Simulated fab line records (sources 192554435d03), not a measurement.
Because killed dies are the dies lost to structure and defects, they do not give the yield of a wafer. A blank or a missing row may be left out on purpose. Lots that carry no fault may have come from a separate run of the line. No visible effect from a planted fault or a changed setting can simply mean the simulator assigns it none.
The tool behind it: which one? :: flow n5-finfet :: 12 lots, 36 wafers sampled, at 5 steps of a route of 1938

== WHAT THE GAUGES SHOWED, per wafer ==
N5_BEOL_M2_INSPECT_13: inspects for defects (brightfield).
lot: L075
measured: day 7 03:51
on: defect-inspect-01
raw-defect-count: 281 330 394

lot: L077
measured: day 7 10:47
on: defect-inspect-02
raw-defect-count: 430 312 328

lot: L079
measured: day 7 20:27
on: defect-inspect-02
raw-defect-count: 360 307 341

lot: L082
measured: day 8 11:24
on: defect-inspect-02
raw-defect-count: 520 497 468

lot: L083
measured: day 8 15:20
on: defect-inspect-02
raw-defect-count: 350 438 357

lot: L085
measured: day 9 09:05
on: defect-inspect-01
raw-defect-count: 431 495 483

lot: L087
measured: day 9 19:55
on: defect-inspect-01
raw-defect-count: 442 477 308

lot: L089
measured: day 10 08:16
on: defect-inspect-01
raw-defect-count: 362 274 261

lot: L091
measured: day 10 18:25
on: defect-inspect-01
raw-defect-count: 388 351 277

lot: L094
measured: day 11 08:02
on: defect-inspect-01
raw-defect-count: 586 514 634

lot: L095
measured: day 11 14:31
on: defect-inspect-01
raw-defect-count: 350 376 463

lot: L097
measured: day 12 14:17
on: defect-inspect-02
raw-defect-count: 551 440 350

== WHAT TOOL EACH LOT RAN ON (gives the tool, then ch and the chambers of the sampled wafers, and finally the start) ==
lot: L075
N5_BEOL_M1_ETCH_70: rie-diel-02 ch 0,1, day 6 22:01
N5_BEOL_M1_ETCH_41: rie-diel-02 ch 0,1, day 6 23:49 or earlier
N5_BEOL_M1_ANNEAL_82: pvd-sputter-03, day 6 23:49
N5_BEOL_M1_ANNEAL_93: pvd-sputter-03, day 7 00:42

lot: L077
N5_BEOL_M1_ETCH_70: rie-diel-03 ch 1,3, day 7 03:27
N5_BEOL_M1_ETCH_41: rie-diel-03 ch 1,3, day 7 05:45 or earlier
N5_BEOL_M1_ANNEAL_82: pvd-sputter-03, day 7 05:45
N5_BEOL_M1_ANNEAL_93: pvd-sputter-03, day 7 06:38

lot: L079
N5_BEOL_M1_ETCH_70: rie-diel-06 ch 1,3, day 7 12:41
N5_BEOL_M1_ETCH_41: rie-diel-06 ch 1,3, day 7 14:43 or earlier
N5_BEOL_M1_ANNEAL_82: pvd-sputter-03, day 7 14:43
N5_BEOL_M1_ANNEAL_93: pvd-sputter-03, day 7 15:35

lot: L082
N5_BEOL_M1_ETCH_70: rie-diel-03 ch 2,3, day 8 03:53
N5_BEOL_M1_ETCH_41: rie-diel-03 ch 2,3, day 8 07:25 or earlier
N5_BEOL_M1_ANNEAL_82: pvd-sputter-02, day 8 07:25
N5_BEOL_M1_ANNEAL_93: pvd-sputter-02, day 8 08:17

lot: L083
N5_BEOL_M1_ETCH_70: rie-diel-03 ch 0,1,3, day 8 09:38
N5_BEOL_M1_ETCH_41: rie-diel-03 ch 0,1,3, day 8 11:43 or earlier
N5_BEOL_M1_ANNEAL_82: pvd-sputter-02, day 8 11:43
N5_BEOL_M1_ANNEAL_93: pvd-sputter-02, day 8 12:36

lot: L085
N5_BEOL_M1_ETCH_70: rie-diel-02 ch 1,2,3, day 9 02:01
N5_BEOL_M1_ETCH_41: rie-diel-02 ch 1,2,3, day 9 04:39 or earlier
N5_BEOL_M1_ANNEAL_82: pvd-sputter-02, day 9 04:39
N5_BEOL_M1_ANNEAL_93: pvd-sputter-02, day 9 05:32

lot: L087
N5_BEOL_M1_ETCH_70: rie-diel-02 ch 2,3, day 9 14:08
N5_BEOL_M1_ETCH_41: rie-diel-02 ch 2,3, day 9 16:01 or earlier
N5_BEOL_M1_ANNEAL_82: pvd-sputter-02, day 9 16:01
N5_BEOL_M1_ANNEAL_93: pvd-sputter-02, day 9 16:54

lot: L089
N5_BEOL_M1_ETCH_70: rie-diel-03 ch 0,1,2, day 10 02:29
N5_BEOL_M1_ETCH_41: rie-diel-03 ch 0,1,2, day 10 04:53 or earlier
N5_BEOL_M1_ANNEAL_82: pvd-sputter-01, day 10 04:53
N5_BEOL_M1_ANNEAL_93: pvd-sputter-01, day 10 05:46

lot: L091
N5_BEOL_M1_ETCH_70: rie-diel-02 ch 1,3, day 10 13:40
N5_BEOL_M1_ETCH_41: rie-diel-02 ch 1,3, day 10 15:23 or earlier
N5_BEOL_M1_ANNEAL_82: pvd-sputter-01, day 10 15:23
N5_BEOL_M1_ANNEAL_93: pvd-sputter-01, day 10 16:16

lot: L094
N5_BEOL_M1_ETCH_70: rie-diel-02 ch 0,1,2, day 11 01:46
N5_BEOL_M1_ETCH_41: rie-diel-02 ch 0,1,2, day 11 03:43 or earlier
N5_BEOL_M1_ANNEAL_82: pvd-sputter-03, day 11 03:43
N5_BEOL_M1_ANNEAL_93: pvd-sputter-03, day 11 04:35

lot: L095
N5_BEOL_M1_ETCH_70: rie-diel-02 ch 0,1,3, day 11 07:18
N5_BEOL_M1_ETCH_41: rie-diel-02 ch 0,1,3, day 11 09:32 or earlier
N5_BEOL_M1_ANNEAL_82: pvd-sputter-03, day 11 09:32
N5_BEOL_M1_ANNEAL_93: pvd-sputter-03, day 11 10:25

lot: L097
N5_BEOL_M1_ETCH_70: rie-diel-02 ch 2,3, day 12 07:49
N5_BEOL_M1_ETCH_41: rie-diel-02 ch 2,3, day 12 09:49 or earlier
N5_BEOL_M1_ANNEAL_82: pvd-sputter-03, day 12 09:49
N5_BEOL_M1_ANNEAL_93: pvd-sputter-03, day 12 10:41
- N5_BEOL_M1_ETCH_70: etches SOC in N2/H2, target depth 80 nm, overetch 16 nm, time 120 s.
- N5_BEOL_M1_ETCH_41: etches SiCN in CH3F/O2, target depth 31.9 nm, time 57.8 s.
- N5_BEOL_M1_ANNEAL_82: time 240 s.
- N5_BEOL_M1_ANNEAL_93: time 240 s.

== THE ANSWER, worked out from the rows above alone ==
Rule: the lots themselves supply what counts as usual. Put in order of their means at a reading, lots are off if they are a third of the lots or fewer, leave a main group of 4 or more, and stand apart from it by a gap of 3 or more times the standard deviation of the main group's means; of several such gaps the widest counts. A main group whose means are all the same, to the digits that the tables above print for the reading, isn't used. A lot without any number at a reading at which 4 lots or more have one is off too. All remaining lots with rows at the step are treated as sound.
No lot is off at any reading shown: from this, nothing can be told.

== WHAT WAS PUT IN BY THE SIMULATOR ==
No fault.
